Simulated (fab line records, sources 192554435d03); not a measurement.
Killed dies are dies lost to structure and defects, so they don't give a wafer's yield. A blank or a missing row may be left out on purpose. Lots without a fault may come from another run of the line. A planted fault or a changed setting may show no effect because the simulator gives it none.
fab line records | flow n5_finfet
record lots=7 wafers=39
route steps=1938 shown BEOL_M0_SAQP@636 BEOL_M0@721 BEOL_M2@879 BEOL_M7@1299 BEOL_M11@1590
start_h: hours from the record's first day to the start of the lot's first wafer shown | wait_h: hours since the lot's step before | " the same as in the row above | L1.1+2: a row that stands for several wafers | - no value, or no start given | * or withheld: withheld | < > ~ a bound
route shown NAME@n: a module of which the file shows steps, and the number in the route of the first | usual: mean/standard deviation of fault-free wafers | same: alike in all rows | chamber/n: place in a boat | sites: the reading at each site | _std_site: their standard deviation | _edge_site: outer sites' mean less inner sites' | radius_mm: how far each site lies from the wafer's centre | mask NAME#n: copy n | behind: the tool/chamber that last shaped the wafer | hold: why the lot was held/for how many hours/how that ended | device: the transistor (n, p or np) that didn't switch | end of line: the same wafers' tests at the end of the route | a step without rows: its recipe alone | killed: dies lost to structure and defects at the first sort, not the wafer's yield | map: a wafer's dies, x killed, . not, _ none there
set.NAME: the setting as run; set.NAME@STEP: as run at that earlier step | model.NAME: the simulator's own value behind a step, which no gauge read
lots whose settings were changed on purpose; a table a step, a row a wafer
## steps
# step N5_BEOL_M0_SAQP_PECVD_96
# recipe material=a-Si target_thk_a=450 temp_c=350 precursor=SiH4/He pressure_torr=3 rf_w=100 time_s=45.2
# columns lot.wafer tool chamber start_h wait_h set.time_s model.a-Si_of_BEOL_M0_SAQP_PECVD_96.thk_nm
L077.1+2 pecvd-04 1,2 136.66 0.0 45.2 44.4
L077.3 " 0 " " 45.2 43.8
L077.4 " 2 " " 45.2 44.6
L077.5 " 1 " " 45.2 45
L077.6 " 0 " " 45.2 45.8
L079.1 pecvd-04 0 142.47 0.0 35.62 34.8
L079.2 " 2 " " 45.2 44.4
L079.3 " 1 " " 35.62 35
L079.4 " 0 " " 45.2 45.4
L079.5 " 2 " " 45.2 45
L079.6 " 1 " " 35.62 35.4
L082.1 pecvd-04 2 157.55 0.0 45.2 44
L082.2 " 0 " " 45.2 44.8
L082.3 " 1 " " 64.17 63.4
L082.4+5 " 0,1 " " 64.17 64
L082.6 " 2 " " 45.2 45
L089.1+6 pecvd-02 2 199.77 0.0 18.87 19.2
L089.2 " 1 " " 45.2 44.8
L089.3 " 0 " " 18.87 19.4
L089.4 " 0 " " 45.2 46
L089.5 " 1 " " 45.2 45.6
L090.1 pecvd-04 1 204.78 0.0 38.27 36.8
L090.2 " 0 " " 45.2 44
L090.3 " 1 " " 45.2 44.8
L090.4 " 0 " " 38.27 38
L090.5 " 0 " " 45.2 45
L090.6 " 1 " " 38.27 38.6
L091.1 pecvd-04 0 211.06 0.0 45.2 44.8
L091.2 " 1 " " 45.2 44.6
L091.3 " 1 " " 22.94 23
L091.4+6 " 0 " " 22.94 23.4
L091.5 " 1 " " 45.2 45.6
L093.3 pecvd-04 1 222.17 0.0 45.2 45.2
L093.4 " 0 " " 45.2 45
L093.6 " 0 " " 45.2 44.2
# step N5_BEOL_M0_SAQP_PECVD_97
# recipe material=SiNx target_thk_a=230 temp_c=350 precursor=SiH4/NH3/N2 pressure_torr=1.5 rf_w=300 time_s=19.9
# step N5_BEOL_M0_SAQP_PECVD_04
# recipe material=a-Si target_thk_a=600 temp_c=350 precursor=SiH4/He pressure_torr=3 rf_w=100 time_s=60.2
# step N5_BEOL_M0_SAQP_ETCH_101
# recipe chemistry=CH3F/O2 target=SiNx mask_material=SiO2 target_depth_a=299 time_s=42.7 pressure_mtorr=30 source_w=395 bias_w=73 Ar_flow_sccm=150 CH3F_flow_sccm=30 O2_flow_sccm=20 ion_energy_ev=120
# step N5_BEOL_M0_SAQP_ETCH_102
# recipe chemistry=CF4 target=SiO2 target_depth_a=40 ion_energy_ev=350 time_s=4.4 pressure_mtorr=10 icp_w=800 bias_w=400 cf4_flow_sccm=80
# step N5_BEOL_M0_SAQP_MANDREL_ETCH_103
# recipe chemistry=HBr/Cl2 target=a-Si target_depth_a=450 bt_time_s=10 stop_on=SiCN mask_material=SiO2 over_etch_frac=0.8 time_s=27 pressure_mtorr=10 icp_w=800 bias_w=75 HBr_flow_sccm=150 Cl2_flow_sccm=80 ends=end_point
# usual oes_product_au=0.676/0.011
# columns lot.wafer tool chamber start_h wait_h set.time_s@BEOL_M0_SAQP_PECVD_96 oes_product_au model.etch.depth_nm
L077.1 rie_si-04 2 140.34 0.0 45.2 0.658 44.46
L077.2 " 0 " " 45.2 0.677 44.31
L077.3 " 1 " " 45.2 0.682 43.9
L077.4 " 3 " " 45.2 0.684 44.65
L077.5 " 0 " " 45.2 0.676 44.99
L077.6 " 1 " " 45.2 0.690 45.72
L079.1 rie_si-06 1 145.16 0.0 35.62 0.587 34.76
L079.2 " 2 " " 45.2 0.674 44.49
L079.3 " 0 " " 35.62 0.587 35.04
L079.4 " 3 " " 45.2 0.693 45.34
L079.5 " 0 " " 45.2 0.671 45.03
L079.6 " 1 " " 35.62 0.598 35.45
L082.1 rie_si-04 2 160.06 0.0 45.2 0.657 44.08
L082.2 " 0 " " 45.2 0.679 44.75
L082.3 " 1 " " 64.17 0.847 63.34
L082.4 " 2 " " 64.17 0.828 64.07
L082.5 " 1 " " 64.17 0.855 63.9
L082.6 " 0 " " 45.2 0.675 44.96
L089.1 rie_si-04 1 202.46 0.0 18.87 0.460 19.26
L089.2 " 0 " " 45.2 0.664 44.83
L089.3 " 3 " " 18.87 0.471 19.46
L089.4 " 2 " " 45.2 0.673 45.97
L089.5 " 2 " " 45.2 0.667 45.66
L089.6 " 1 " " 18.87 0.458 19.26
L090.1 rie_si-06 1 208.28 0.0 38.27 0.608 36.89
L090.2 " 0 " " 45.2 0.655 44.09
L090.3 " 3 " " 45.2 0.675 44.72
L090.4 " 2 " " 38.27 0.608 37.98
L090.5 " 2 " " 45.2 0.673 45.09
L090.6 " 3 " " 38.27 0.620 38.5
L091.1 rie_si-06 0 213.52 0.0 45.2 0.661 44.72
L091.2 " 3 " " 45.2 0.680 44.52
L091.3 " 1 " " 22.94 0.482 22.94
L091.4 " 2 " " 22.94 0.478 23.39
L091.5 " 3 " " 45.2 0.691 45.63
L091.6 " 2 " " 22.94 0.488 23.45
L093.3 rie_si-06 3 224.84 0.0 45.2 0.682 45.29
L093.4 " 1 " " 45.2 0.663 44.93
L093.6 " 0 " " 45.2 0.660 44.22
# step N5_BEOL_M0_TRENCH_ETCH_107
# recipe chemistry=C4F6/O2 target_depth_a=328 target=SiOC time_s=16.4 ion_energy_ev=250 pressure_mtorr=30 source_w=355 bias_w=185 Ar_flow_sccm=300 C4F6_flow_sccm=10 O2_flow_sccm=10
# columns lot.wafer tool chamber start_h wait_h set.target_depth_a model.BEOL_M0.feature_depth_nm model.TiN_of_BEOL_M0_SAQP_HM_DEP_02.thk_nm
L077.1 rie_diel-03 3 149.21 0.0 328 31.6 9.8
L077.2+3 " 0,2 " " 148.6 14.6 10.4
L077.4+5 " 1 " " 328 32 9.6
L077.6 " 2 " " 148.6 14.8 10.6
L079.1 rie_diel-06 0 151.50 0.0 495.9 49.8 8.8
L079.2+5 " 2 " " 328 32.4 9.6
L079.3 " 3 " " 328 33.4 9.4
L079.4 " 1 " " 495.9 50 8.8
L079.6 " 1 " " 495.9 50 9
L082.1 rie_diel-03 1 166.54 0.0 236.9 23.4 10
L082.2 " 2 " " 328 33 9.6
L082.3 " 0 " " 328 32.6 9.6
L082.4 " 3 " " 236.9 23 10
L082.5 " 0 " " 236.9 23.6 9.8
L082.6 " 3 " " 328 32.4 9.6
L089.1+4 rie_diel-01 0,3 208.02 0.0 328 33 9.6
L089.2+5 " 2 " " 180.9 18 10.2
L089.3 " 1 " " 328 33.2 9.6
L089.6 " 3 " " 180.9 18.2 10.2
L090.1 rie_diel-06 3 214.62 0.0 328 33.6 9.6
L090.2 " 2 " " 172.5 17.2 10.4
L090.3 " 0 " " 328 33 9.8
L090.4+6 " 1 " " 172.5 17.4 10.2
L090.5 " 2 " " 328 32.6 9.8
L091.1 rie_diel-06 3 218.28 0.0 399 40.2 9
L091.2+4 " 0,2 " " 399 39.2 9.2
L091.3 " 1 " " 328 32.8 9.4
L091.5 " 0 " " 328 32.6 9.4
L091.6 " 3 " " 328 33 9.4
L093.3 rie_diel-03 3 230.49 0.0 328 31.8 9.4
L093.4 " 2 " " 328 32.4 9.4
L093.6 " 2 " " 328 33 9.4
# step N5_BEOL_M0_STRIP_142
# recipe chemistry=N2/H2 time_s=10 power_w=450 temp_c=40 pressure_mtorr=20 rf_frequency_hz=6e+07 bias_power_w=7 n2_flow_sccm=200 h2_flow_sccm=200
# step N5_BEOL_M0_OCD_MEAS_108
# usual trench_depth_nm=32.7/0.5
# columns lot.wafer tool chamber start_h wait_h set.target_depth_a@BEOL_M0_TRENCH_ETCH_107 trench_depth_nm
L077.1 ocd-02 - 149.32 0.1 328 31.9
L077.2 " - " " 148.6 15.4
L077.3 " - " " 148.6 14.7
L077.4 " - " " 328 32.4
L077.5 " - " " 328 32.4
L077.6 " - " " 148.6 14.8
L079.1 ocd-02 - 151.60 0.1 495.9 50.4
L079.2 " - " " 328 32.6
L079.3 " - " " 328 33.3
L079.4 " - " " 495.9 50.3
L079.5 " - " " 328 32.2
L079.6 " - " " 495.9 49.8
L082.1 ocd-01 - 166.64 0.1 236.9 23.1
L082.2 " - " " 328 32.9
L082.3 " - " " 328 32.9
L082.4 " - " " 236.9 23.0
L082.5 " - " " 236.9 23.8
L082.6 " - " " 328 32.1
L089.1 ocd-01 - 208.12 0.1 328 33.2
L089.2 " - " " 180.9 18.4
L089.3 " - " " 328 32.6
L089.4 " - " " 328 32.9
L089.5 " - " " 180.9 18.3
L089.6 " - " " 180.9 18.6
L090.1 ocd-02 - 214.73 0.1 328 33.6
L090.2 " - " " 172.5 17.3
L090.3 " - " " 328 32.6
L090.4 " - " " 172.5 17.1
L090.5 " - " " 328 32.9
L090.6 " - " " 172.5 16.9
L091.1 ocd-01 - 218.39 0.1 399 40.1
L091.2 " - " " 399 38.9
L091.3 " - " " 328 32.5
L091.4 " - " " 399 39.2
L091.5 " - " " 328 32.2
L091.6 " - " " 328 33.4
L093.3 ocd-01 - 230.60 0.1 328 31.4
L093.4 " - " " 328 32.5
L093.6 " - " " 328 33.1
# step N5_BEOL_M2_DESCUM_33
# recipe chemistry=O2 time_s=7 source_power_w=50 bias_power_w=20 pressure_mtorr=20 rf_frequency_hz=2.712e+07 temp_c=40 resist=CAR-EUV o2_flow_sccm=225
# columns lot.wafer tool chamber start_h wait_h set.time_s model.CAR-EUV_of_BEOL_M2_COAT_22.thk_nm
L077.1+2+6 rie_diel-01 3,0,2 167.18 0.0 9.829 24.8
L077.3+4 " 1,2 " " 7 26.2
L077.5 " 1 " " 7 26
L079.1+5 rie_diel-03 3,2 174.68 0.0 7 26.2
L079.2+3 " 2,0 " " 10.42 24.4
L079.4 " 1 " " 10.42 24.6
L079.6 " 3 " " 7 26
L082.1+3+5 rie_diel-03 3,1,0 209.76 0.0 8.256 25.4
L082.2+4+6 " 0,2,1 " " 7 26
L090.1+2+3+4+5+6 rie_diel-01 1,3,2,0,2,3 232.08 0.0 7 26
L089.1+2+3+4+5 rie_diel-03 2,3,0,1,2 239.26 0.5 7 26.2
L089.6 " 3 " " 7 26
L091.1+5+6 rie_diel-06 2,0,1 240.78 0.0 7 26
L091.2+3+4 " 3,1,0 " " 9.349 24.8
L093.3+6 rie_diel-03 2,0 258.27 0.1 7 26.2
L093.4 " 0 " " 7 26
# step N5_BEOL_M2_ETCH_77
# recipe chemistry=N2/H2 target=underlayer target_depth_a=65 mask_material=CAR-EUV time_s=5.2 ion_energy_ev=200 pressure_mtorr=30 source_w=840 bias_w=150 n2_flow_sccm=200 h2_flow_sccm=200 ends=cleared
# columns lot.wafer tool chamber start_h wait_h set.time_s@BEOL_M2_DESCUM_33 model.CAR-EUV_of_BEOL_M2_COAT_22.thk_nm
L077.1+2+6 rie_diel-01 3,0,2 167.22 0.0 9.829 19
L077.3+5 " 1 " " 7 20.4
L077.4 " 2 " " 7 20.6
L079.1+5+6 rie_diel-03 3,2,3 174.71 0.0 7 20.4
L079.2+3+4 " 2,0,1 " " 10.42 18.8
L082.1+3+5 rie_diel-03 3,1,0 209.80 0.0 8.256 19.6
L082.2+4+6 " 0,2,1 " " 7 20.4
L090.1+2+6 rie_diel-01 1,3,3 232.11 0.0 7 20.4
L090.3+4+5 " 2,0,2 " " 7 20.2
L089.1+2+3+4+5+6 rie_diel-03 2,3,0,1,2,3 239.30 0.0 7 20.4
L091.1 rie_diel-06 2 240.81 0.0 7 20.4
L091.2+3+4 " 3,1,0 " " 9.349 19
L091.5+6 " 0,1 " " 7 20.2
L093.3+4+6 rie_diel-03 2,0,0 258.30 0.0 7 20.4
# step N5_BEOL_M2_ETCH_69
# recipe chemistry=CF4 target=SiARC target_depth_a=156 mask_material=CAR-EUV time_s=26 ion_energy_ev=80 pressure_mtorr=40 source_w=545 bias_w=36 Ar_flow_sccm=100 cf4_flow_sccm=100 ends=cleared
# step N5_BEOL_M2_ALD_98
# recipe material=SiO2 target_thk_a=25 temp_c=100 ald_precursor_family=BDEAS ald_co_reactant=O2-plasma pulse_time_s=1 co_reactant_pulse_time_s=1 purge_time_s=2 co_reactant_purge_time_s=2 ald_cycles=17 pressure_torr=2
# step N5_BEOL_M2_ETCHBACK_99
# recipe chemistry=CHF3 target=SiO2 target_depth_a=50 time_s=10.4 source_w=215 bias_w=47 Ar_flow_sccm=200 CHF3_flow_sccm=12 ion_energy_ev=100 pressure_mtorr=30
# columns lot.wafer tool chamber start_h wait_h set.time_s@BEOL_M2_DESCUM_33 model.CAR-EUV_of_BEOL_M2_COAT_22.thk_nm
L077.1+2+6 rie_diel-01 0,2,2 181.41 13.8 9.829 9
L077.3+5 " 1,3 " " 7 10.4
L077.4 " 3 " " 7 10.6
L079.1+5 rie_diel-06 1 197.15 22.3 7 10.6
L079.2+3+4 " 3,0,2 " " 10.42 8.8
L079.6 " 2 " " 7 10.4
L082.1+5 rie_diel-03 1,3 221.23 11.1 8.256 9.8
L082.2+4+6 " 0,3,2 " " 7 10.4
L082.3 " 2 " " 8.256 9.6
L090.1+2+3+4+5+6 rie_diel-01 2,3,1,0,0,3 233.63 1.4 7 10.4
L089.1+6 rie_diel-01 2 251.84 12.4 7 10.4
L089.2+3+4+5 " 3,0,1,1 " " 7 10.6
L091.1+5 rie_diel-01 0 259.54 18.5 7 10.4
L091.2+3 " 3,1 " " 9.349 9.2
L091.4 " 2 " " 9.349 9
L091.6 " 3 " " 7 10.2
L093.3+4 rie_diel-03 1,2 264.81 6.4 7 10.4
L093.6 " 3 " " 7 10.6
# step N5_BEOL_M7_DESCUM_33
# recipe chemistry=O2 time_s=7 source_power_w=50 bias_power_w=20 pressure_mtorr=20 rf_frequency_hz=2.712e+07 temp_c=40 resist=CAR-EUV o2_flow_sccm=225
# columns lot.wafer tool chamber start_h wait_h set.time_s model.CAR-EUV_of_BEOL_M7_COAT_22.thk_nm model.BEOL_M7.cd_nm
L077.1+3+6 rie_diel-02 3,2,3 243.30 0.0 10.53 24.4 40.2
L077.2+5 " 1,2 " " 7 26 39.8
L077.4 " 0 " " 7 26.2 40
L079.1+5 rie_diel-05 0 258.89 0.0 7 26 40
L079.2+6 " 3 " " 11.1 24.2 40.4
L079.3 " 2 " " 11.1 24.2 40.6
L079.4 " 1 " " 7 26.2 40
L082.1 rie_diel-04 0 279.06 0.2 7 26 39.8
L082.2+4 " 2,1 " " 7 26 40
L082.3+5 " 3 " " 9.044 25 40.4
L082.6 " 0 " " 9.044 25.2 40.2
L090.1 rie_diel-02 1 302.12 0.0 7 26.2 40
L090.2 " 2 " " 4.728 27 39.6
L090.3+4 " 0,3 " " 7 26 40
L090.5+6 " 3,0 " " 4.728 27.2 39.6
L089.1+2+3+6 rie_diel-02 1,3,2,2 310.23 0.0 7 26 40
L089.4+5 " 3,1 " " 7 26 40.2
L091.1+2+3+4+5+6 rie_diel-05 3,2,0,3,0,2 324.75 0.3 7 26.2 40
L093.3+6 rie_diel-05 3,2 331.01 0.4 7 26 40
L093.4 " 3 " " 7 26.2 40
# step N5_BEOL_M7_ETCH_72
# recipe chemistry=N2/H2 target=underlayer target_depth_a=65 mask_material=CAR-EUV time_s=5.2 ion_energy_ev=200 pressure_mtorr=30 source_w=840 bias_w=150 n2_flow_sccm=200 h2_flow_sccm=200 ends=cleared
# columns lot.wafer tool chamber start_h wait_h set.time_s@BEOL_M7_DESCUM_33 model.CAR-EUV_of_BEOL_M7_COAT_22.thk_nm model.BEOL_M7.cd_nm
L077.1+3+6 rie_diel-02 3,2,3 243.34 0.0 10.53 18.6 40.4
L077.2 " 1 " " 7 20.4 39.8
L077.4 " 0 " " 7 20.4 40
L077.5 " 2 " " 7 20.2 40
L079.1+4+5 rie_diel-05 0,1,0 258.93 0.0 7 20.4 40
L079.2+3+6 " 3,2,3 " " 11.1 18.4 40.4
L082.1+2 rie_diel-04 0,2 279.09 0.0 7 20.4 39.8
L082.3+5 " 3 " " 9.044 19.4 40.4
L082.4 " 1 " " 7 20.4 40
L082.6 " 0 " " 9.044 19.4 40.2
L090.1 rie_diel-02 1 302.15 0.0 7 20.4 40
L090.2+5 " 2,3 " " 4.728 21.4 39.8
L090.3+4 " 0,3 " " 7 20.2 40
L090.6 " 0 " " 4.728 21.4 39.6
L089.1 rie_diel-02 1 310.26 0.0 7 20.4 40.2
L089.2+6 " 3,2 " " 7 20.2 40
L089.3 " 2 " " 7 20.4 40
L089.4+5 " 3,1 " " 7 20.2 40.2
L091.1 rie_diel-05 3 324.79 0.0 7 20.6 39.8
L091.2+3 " 2,0 " " 7 20.6 40
L091.4+5+6 " 3,0,2 " " 7 20.4 40
L093.3+6 rie_diel-05 3,2 331.04 0.0 7 20.2 40
L093.4 " 3 " " 7 20.4 40.2
# step N5_BEOL_M7_ETCH_65
# recipe chemistry=CF4 target=SiARC target_depth_a=156 mask_material=CAR-EUV time_s=26 ion_energy_ev=80 pressure_mtorr=40 source_w=545 bias_w=36 Ar_flow_sccm=100 cf4_flow_sccm=100 ends=cleared
# columns lot.wafer tool chamber start_h wait_h set.time_s@BEOL_M7_DESCUM_33 model.CAR-EUV_of_BEOL_M7_COAT_22.thk_nm
L077.1+6 rie_diel-02 3 243.35 0.0 10.53 9.4
L077.2+4 " 1,0 " " 7 11.2
L077.3 " 2 " " 10.53 9.6
L077.5 " 2 " " 7 11
L079.1+4+5 rie_diel-05 0,1,0 258.94 0.0 7 11.2
L079.2+3+6 " 3,2,3 " " 11.1 9.2
L082.1+2+4 rie_diel-04 0,2,1 279.11 0.0 7 11.2
L082.3+5 " 3 " " 9.044 10.2
L082.6 " 0 " " 9.044 10.4
L090.1+3 rie_diel-02 1,0 302.17 0.0 7 11.2
L090.2+5+6 " 2,3,0 " " 4.728 12.2
L090.4 " 3 " " 7 11
L089.1+3 rie_diel-02 1,2 310.28 0.0 7 11.2
L089.2+4+5+6 " 3,3,1,2 " " 7 11
L091.1+4+5+6 rie_diel-05 3,3,0,2 324.80 0.0 7 11.2
L091.2+3 " 2,0 " " 7 11.4
L093.3+6 rie_diel-05 3,2 331.06 0.0 7 11
L093.4 " 3 " " 7 11.2
# step N5_BEOL_M11_ALD_74
# recipe material=TaN target_thk_a=20 temp_c=275 ald_precursor_family=PDMAT ald_co_reactant=NH3 pressure_torr=3 carrier_flow_sccm=1500 pulse_time_s=2 purge_time_s=3 co_reactant_purge_time_s=2 co_reactant_pulse_time_s=3 ald_cycles=40 precursor_vessel_temp_c=75 precursor_vessel_pressure_torr=26.25 precursor_vessel_carrier_sccm=1000
# columns lot.wafer tool chamber start_h wait_h set.ald_cycles model.TaN_of_BEOL_M11_ALD_74.thk_nm
L077.1+2+3+4+5+6 ald_metal-02 3,1,2,3,2,1 275.91 0.0 40 2
L079.1 ald_metal-04 3 296.70 0.0 18 0.8
L079.2+4+6 " 2,0,3 " " 40 2
L079.3+5 " 1,2 " " 18 1
L082.1+2+3 ald_metal-02 1,0,3 314.86 0.0 40 2
L082.4+5+6 " 2,2,1 " " 50 2.4
L090.1+2+6 ald_metal-01 2,0,3 339.00 0.1 40 2
L090.3 " 3 " " 50 2.6
L090.4+5 " 1,0 " " 50 2.4
L089.1+2+3+4+5+6 ald_metal-02 3,2,1,0,3,2 345.34 0.0 40 2
L091.1+2+3+4+5+6 ald_metal-02 0,2,1,3,2,3 358.93 0.0 40 2
L093.3+4+6 ald_metal-01 2,1,0 363.26 0.1 40 2
## key
split step=N5_BEOL_M0_SAQP_PECVD_96 setting=time_s stated=45.2 by=wafer
response step=N5_BEOL_M0_SAQP_PECVD_96 reading=model.a-Si_of_BEOL_M0_SAQP_PECVD_96.thk_nm change=+0.45 per=1% r=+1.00
response step=N5_BEOL_M0_SAQP_MANDREL_ETCH_103 reading=oes_product_au change=+0.00382 per=1% r=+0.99
response step=N5_BEOL_M0_SAQP_MANDREL_ETCH_103 reading=model.etch.depth_nm change=+0.449 per=1% r=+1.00
split step=N5_BEOL_M0_TRENCH_ETCH_107 setting=target_depth_a stated=328 by=wafer
response step=N5_BEOL_M0_TRENCH_ETCH_107 reading=model.BEOL_M0.feature_depth_nm change=+0.328 per=1% r=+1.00
response step=N5_BEOL_M0_TRENCH_ETCH_107 reading=model.TiN_of_BEOL_M0_SAQP_HM_DEP_02.thk_nm change=-0.0131 per=1% r=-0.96
response step=N5_BEOL_M0_OCD_MEAS_108 reading=trench_depth_nm change=+0.328 per=1% r=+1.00
split step=N5_BEOL_M2_DESCUM_33 setting=time_s stated=7 by=wafer
response step=N5_BEOL_M2_DESCUM_33 reading=model.CAR-EUV_of_BEOL_M2_COAT_22.thk_nm change=-0.0341 per=1% r=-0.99
response step=N5_BEOL_M2_ETCH_77 reading=model.CAR-EUV_of_BEOL_M2_COAT_22.thk_nm change=-0.0355 per=1% r=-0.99
response step=N5_BEOL_M2_ETCHBACK_99 reading=model.CAR-EUV_of_BEOL_M2_COAT_22.thk_nm change=-0.0359 per=1% r=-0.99
split step=N5_BEOL_M7_DESCUM_33 setting=time_s stated=7 by=wafer
response step=N5_BEOL_M7_DESCUM_33 reading=model.CAR-EUV_of_BEOL_M7_COAT_22.thk_nm change=-0.0324 per=1% r=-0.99
response step=N5_BEOL_M7_DESCUM_33 reading=model.BEOL_M7.cd_nm change=+0.00873 per=1% r=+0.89
response step=N5_BEOL_M7_ETCH_72 reading=model.CAR-EUV_of_BEOL_M7_COAT_22.thk_nm change=-0.0343 per=1% r=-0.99
response step=N5_BEOL_M7_ETCH_72 reading=model.BEOL_M7.cd_nm change=+0.00879 per=1% r=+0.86
response step=N5_BEOL_M7_ETCH_65 reading=model.CAR-EUV_of_BEOL_M7_COAT_22.thk_nm change=-0.0334 per=1% r=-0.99
split step=N5_BEOL_M11_ALD_74 setting=ald_cycles stated=40 by=wafer
response step=N5_BEOL_M11_ALD_74 reading=model.TaN_of_BEOL_M11_ALD_74.thk_nm change=+0.0188 per=1% r=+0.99
